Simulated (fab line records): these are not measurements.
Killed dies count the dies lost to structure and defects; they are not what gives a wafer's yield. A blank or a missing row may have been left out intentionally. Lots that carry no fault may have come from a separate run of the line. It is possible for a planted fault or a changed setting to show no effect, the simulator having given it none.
The tool behind it: which one? :: flow nand-harc :: Sampling: 14 lots, 42 wafers, 5 of 1302 route steps

== WHAT THE GAUGES SHOWED, per wafer ==
NHARC_HYBRID_BOND_OVL_MEAS_05. Usual: overlay-x-nm 1 nm, standard deviation 36; overlay-y-nm -3 nm, standard deviation 35.
lot: L412
measured: day 24 07:29
on: overlay-02
overlay-x-nm (nm): 1 -17 -60
overlay-y-nm (nm): 27 0 9
flag: 

lot: L413
measured: day 24 07:29
on: overlay-01
overlay-x-nm (nm): 22 -22 18
overlay-y-nm (nm): 31 -39 2
flag: 

lot: L414
measured: day 25 01:35
on: overlay-02
overlay-x-nm (nm): 4 26 -81
overlay-y-nm (nm): -32 0 -57
flag: 

lot: L415
measured: day 25 01:36
on: overlay-01
overlay-x-nm (nm): -39 -84 -9
overlay-y-nm (nm): -45 21 4
flag: 

lot: L416
measured: day 26 11:49
on: overlay-01
overlay-x-nm (nm): -5 -39 -13
overlay-y-nm (nm): -19 55 26
flag: 

lot: L417
measured: day 25 16:46
on: overlay-01
overlay-x-nm (nm): -7 -1 44
overlay-y-nm (nm): 12 33 39
flag: 

lot: L418
measured: day 27 05:32
on: overlay-02
overlay-x-nm (nm): 46 -2 -59
overlay-y-nm (nm): -38 4 -37
flag: 

lot: L425
measured: day 29 07:46
on: overlay-02
overlay-x-nm (nm): -8 -13 37
overlay-y-nm (nm): -8 -21 4
flag: 

lot: L424
measured: day 29 07:46
on: overlay-01
overlay-x-nm (nm): -36 -6 6
overlay-y-nm (nm): 42 17 -5
flag: 

lot: L430
measured: day 31 11:08
on: overlay-02
overlay-x-nm (nm): -30 -39 12
overlay-y-nm (nm): -43 -52 -1
flag: 

lot: L431
measured: day 31 20:02
on: overlay-02
overlay-x-nm (nm): -59 28 54
overlay-y-nm (nm): -64 -9 -63
flag: 

lot: L432
measured: day 31 20:02
on: overlay-01
overlay-x-nm (nm): -13 -30 -2
overlay-y-nm (nm): -85 -25 -1
flag: 

lot: L433
measured: day 33 03:14
on: overlay-01
overlay-x-nm (nm): 14 -12 18
overlay-y-nm (nm): 24 14 76
flag: 

lot: L434
measured: day 33 14:45
on: overlay-01
overlay-x-nm (nm): 43 0 -15
overlay-y-nm (nm): -29 -34 13
flag: 

NHARC_THIN_TSV_CD_MEAS_37. Usual: cd-nm reads 4999 nm (standard deviation 4.1).
lot: L412
measured: day 24 17:34
on: cd-sem-02
cd-nm (nm): 5005 5002 5002
flag: 

lot: L413
measured: day 24 18:51
on: cd-sem-03
cd-nm (nm): 4997 4994 4997
flag: 

lot: L414
measured: day 25 11:55
on: cd-sem-03
cd-nm (nm): 4988 4989 4994
flag: 

lot: L415
measured: day 25 12:49
on: cd-sem-03
cd-nm (nm): 4999 4998 4996
flag: 

lot: L416
measured: day 26 22:02
on: cd-sem-03
cd-nm (nm): 5000 4998 5002
flag: 

lot: L417
measured: day 26 02:53
on: cd-sem-02
cd-nm (nm): 5001 5001 5003
flag: 

lot: L418
measured: day 27 15:41
on: cd-sem-02
cd-nm (nm): 4990 5003 5002
flag: 

lot: L425
measured: day 29 17:52
on: cd-sem-01
cd-nm (nm): 4998 5006 4999
flag: 

lot: L424
measured: day 29 19:07
on: cd-sem-02
cd-nm (nm): 5002 4999 4990
flag: 

lot: L430
measured: day 31 22:17
on: cd-sem-03
cd-nm (nm): 5004 5005 4998
flag: 

lot: L431
measured: day 32 09:56
on: cd-sem-01
cd-nm (nm): 5001 5004 5000
flag: 

lot: L432
measured: day 32 10:59
on: cd-sem-02
cd-nm (nm): 4996 4997 4991
flag: 

lot: L433
measured: day 33 13:40
on: cd-sem-01
cd-nm (nm): 5004 4998 4999
flag: 

lot: L434
measured: day 34 00:56
on: cd-sem-02
cd-nm (nm): 4999 4999 4998
flag: 

NHARC_END_SORT_01. Usual: defect-limited-yield 91 % (standard deviation 3.1); killed-at-array 57 (standard deviation 21); killed-at-other 0.9 (standard deviation 1.2); killed-at-periphery 4.2 (standard deviation 2.9); killed-dies 62 (standard deviation 21); killed-open 3.2 (standard deviation 1.8); killed-short 2.4 (standard deviation 1.5).
lot: L416
measured: day 27 06:38
on: prober-01
defect-limited-yield (%): 91 94 94
killed-at-array: 53 36 34
killed-at-other: 2 1 2
killed-at-periphery: 3 7 6
killed-dies: 58 44 42
killed-open: 5 6 4
killed-short: 1 3 2
flag: 

lot: L425
measured: day 30 02:28
on: prober-02
defect-limited-yield (%): 74 90 88
killed-at-array: 73 67 81
killed-at-other: 0 1 0
killed-at-periphery: 104 2 3
killed-dies: 177 70 84
killed-open: 2 1 6
killed-short: 2 3 3
flag: OFF

lot: L424
measured: day 30 01:35
on: prober-01
defect-limited-yield (%): 82 96 96
killed-at-array: 22 23 27
killed-at-other: 0 0 0
killed-at-periphery: 103 4 2
killed-dies: 125 27 29
killed-open: 1 4 7
killed-short: 0 0 1
flag: OFF

== WHAT TOOL EACH LOT RAN ON (gives the tool, then ch and the chambers of the sampled wafers, and finally the start) ==
lot: L412
NHARC_P_M2_ETCH_15: rie-diel-04 ch 1,3, day 6 18:59
NHARC_A_BONDPAD_PVD_17: pvd-sputter-01, day 24 07:29 or earlier

lot: L413
NHARC_P_M2_ETCH_15: rie-diel-13 ch 0,1, day 7 07:24
NHARC_A_BONDPAD_PVD_17: pvd-sputter-03, day 24 07:29 or earlier

lot: L414
NHARC_P_M2_ETCH_15: rie-diel-04 ch 1,3, day 7 21:50
NHARC_A_BONDPAD_PVD_17: pvd-sputter-03, day 25 01:35 or earlier

lot: L415
NHARC_P_M2_ETCH_15: rie-diel-04 ch 0,1, day 8 04:04
NHARC_A_BONDPAD_PVD_17: pvd-sputter-03, day 25 01:36 or earlier

lot: L416
NHARC_P_M2_ETCH_15: rie-diel-13 ch 1,2,3, day 8 18:26
NHARC_A_BONDPAD_PVD_17: pvd-sputter-01, day 26 11:49 or earlier

lot: L417
NHARC_P_M2_ETCH_15: rie-diel-13 ch 0,2,3, day 8 20:27
NHARC_A_BONDPAD_PVD_17: pvd-sputter-01, day 25 16:46 or earlier

lot: L418
NHARC_P_M2_ETCH_15: rie-diel-04 ch 2,3, day 9 11:34
NHARC_A_BONDPAD_PVD_17: pvd-sputter-02, day 27 05:32 or earlier

lot: L425
NHARC_P_M2_ETCH_15: rie-diel-04 ch 1,2,3, day 12 07:57
NHARC_A_BONDPAD_PVD_17: pvd-sputter-01, day 29 07:46 or earlier

lot: L424
NHARC_P_M2_ETCH_15: rie-diel-04 ch 0,1,3, day 12 10:55
NHARC_A_BONDPAD_PVD_17: pvd-sputter-02, day 29 07:46 or earlier

lot: L430
NHARC_P_M2_ETCH_15: rie-diel-13 ch 0,2,3, day 14 10:22
NHARC_A_BONDPAD_PVD_17: pvd-sputter-01, day 31 11:08 or earlier

lot: L431
NHARC_P_M2_ETCH_15: rie-diel-13 ch 0,1,3, day 14 21:12
NHARC_A_BONDPAD_PVD_17: pvd-sputter-01, day 31 20:02 or earlier

lot: L432
NHARC_P_M2_ETCH_15: rie-diel-13 ch 0,2, day 15 03:28
NHARC_A_BONDPAD_PVD_17: pvd-sputter-02, day 31 20:02 or earlier

lot: L433
NHARC_P_M2_ETCH_15: rie-diel-02 ch 0,2,3, day 15 19:20
NHARC_A_BONDPAD_PVD_17: pvd-sputter-02, day 33 03:14 or earlier

lot: L434
NHARC_P_M2_ETCH_15: rie-diel-13 ch 1,2,3, day 16 04:08
NHARC_A_BONDPAD_PVD_17: pvd-sputter-03, day 33 14:45 or earlier
- NHARC_P_M2_ETCH_15: etches the open film in C4F8/Ar, target depth 182.5 nm, time 91.2 s.
- NHARC_A_BONDPAD_PVD_17: deposits TaN, target thk 5 nm, time 8.06 s.

== WHAT THE TOOLS THEMSELVES READ (means of the sampled wafers that have a number; where no wafer has one, the mark that the record gives instead) ==
NHARC_P_M2_ETCH_15. Usual: oes-product-au 0.937 a.u., standard deviation 0.025; rf-vpp-V 441.5 V, standard deviation 2.5.
lot: L412
tool: rie-diel-04
oes-product-au (a.u.): 0.921
rf-vpp-V (V): 439.6
flag: 

lot: L413
tool: rie-diel-13
oes-product-au (a.u.): 0.915
rf-vpp-V (V): 440.5
flag: 

lot: L414
tool: rie-diel-04
oes-product-au (a.u.): 0.929
rf-vpp-V (V): 439.6
flag: 

lot: L415
tool: rie-diel-04
oes-product-au (a.u.): 0.935
rf-vpp-V (V): 440.8
flag: 

lot: L416
tool: rie-diel-13
oes-product-au (a.u.): 0.961
rf-vpp-V (V): 443.3
flag: 

lot: L417
tool: rie-diel-13
oes-product-au (a.u.): 0.961
rf-vpp-V (V): 440.6
flag: 

lot: L418
tool: rie-diel-04
oes-product-au (a.u.): 0.963
rf-vpp-V (V): 441.9
flag: 

lot: L425
tool: rie-diel-04
oes-product-au (a.u.): 0.916
rf-vpp-V (V): 441.1
flag: 

lot: L424
tool: rie-diel-04
oes-product-au (a.u.): 0.911
rf-vpp-V (V): 440.8
flag: 

lot: L430
tool: rie-diel-13
oes-product-au (a.u.): 0.922
rf-vpp-V (V): 441.6
flag: 

lot: L431
tool: rie-diel-13
oes-product-au (a.u.): 0.915
rf-vpp-V (V): 440.6
flag: 

lot: L432
tool: rie-diel-13
oes-product-au (a.u.): 0.964
rf-vpp-V (V): 441.6
flag: 

lot: L433
tool: rie-diel-02
oes-product-au (a.u.): 0.917
rf-vpp-V (V): 443.5
flag: 

lot: L434
tool: rie-diel-13
oes-product-au (a.u.): 0.953
rf-vpp-V (V): 443.8
flag: 

NHARC_A_BONDPAD_PVD_17. Usual: throttle-valve-pct reads 30.0 % (standard deviation 1).
lot: L412
tool: pvd-sputter-01
throttle-valve-pct (%): 30.4
flag: 

lot: L413
tool: pvd-sputter-03
throttle-valve-pct (%): 30.1
flag: 

lot: L414
tool: pvd-sputter-03
throttle-valve-pct (%): 29.8
flag: 

lot: L415
tool: pvd-sputter-03
throttle-valve-pct (%): 29.1
flag: 

lot: L416
tool: pvd-sputter-01
throttle-valve-pct (%): 30.5
flag: 

lot: L417
tool: pvd-sputter-01
throttle-valve-pct (%): 30.8
flag: 

lot: L418
tool: pvd-sputter-02
throttle-valve-pct (%): 29.6
flag: 

lot: L425
tool: pvd-sputter-01
throttle-valve-pct (%): 31.0
flag: 

lot: L424
tool: pvd-sputter-02
throttle-valve-pct (%): 28.8
flag: 

lot: L430
tool: pvd-sputter-01
throttle-valve-pct (%): 30.8
flag: 

lot: L431
tool: pvd-sputter-01
throttle-valve-pct (%): 30.1
flag: 

lot: L432
tool: pvd-sputter-02
throttle-valve-pct (%): 29.2
flag: 

lot: L433
tool: pvd-sputter-02
throttle-valve-pct (%): 29.5
flag: 

lot: L434
tool: pvd-sputter-03
throttle-valve-pct (%): 29.3
flag: 

== THE ANSWER, worked out from the rows above alone ==
Rule: a lot counts as off when the mean over its wafers that have a number is more than 3 standard deviations away from the usual mean. Also off: a lot with no number at a reading for which 4 or more lots have one. Any other lot the step has rows for is counted as sound. After the gauges, taken in route order, come the tools' own readings; for these a lot's mean is taken, as printed above. The first step at which some lot is off is used, and at that step the reading that is off furthest; a lot without a number counts as furthest.
Off, at NHARC_END_SORT_01 on killed-at-periphery: L425, L424. Neither off nor sound, because the step has no rows for them: L412, L413, L414, L415, L417, L418, L430, L431, L432, L433, L434.
If a tool, at a process step before that reading, ran all the lots that are off and no sound lot after the first of them, it fits. The gauges at NHARC_END_SORT_01 are tried like those tools. NHARC_A_BONDPAD_PVD_17: start missing for some lots; hours and lot order therefore follow NHARC_HYBRID_BOND_OVL_MEAS_05. One candidate fits, namely rie-diel-04 at NHARC_P_M2_ETCH_15. It ran no sound lot before its first lot that is off in this sample, so the start can't be narrowed down.

== WHAT WAS PUT IN BY THE SIMULATOR ==
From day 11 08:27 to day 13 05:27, rie-diel-04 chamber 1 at NHARC_P_M2_ETCH_15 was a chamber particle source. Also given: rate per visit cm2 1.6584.
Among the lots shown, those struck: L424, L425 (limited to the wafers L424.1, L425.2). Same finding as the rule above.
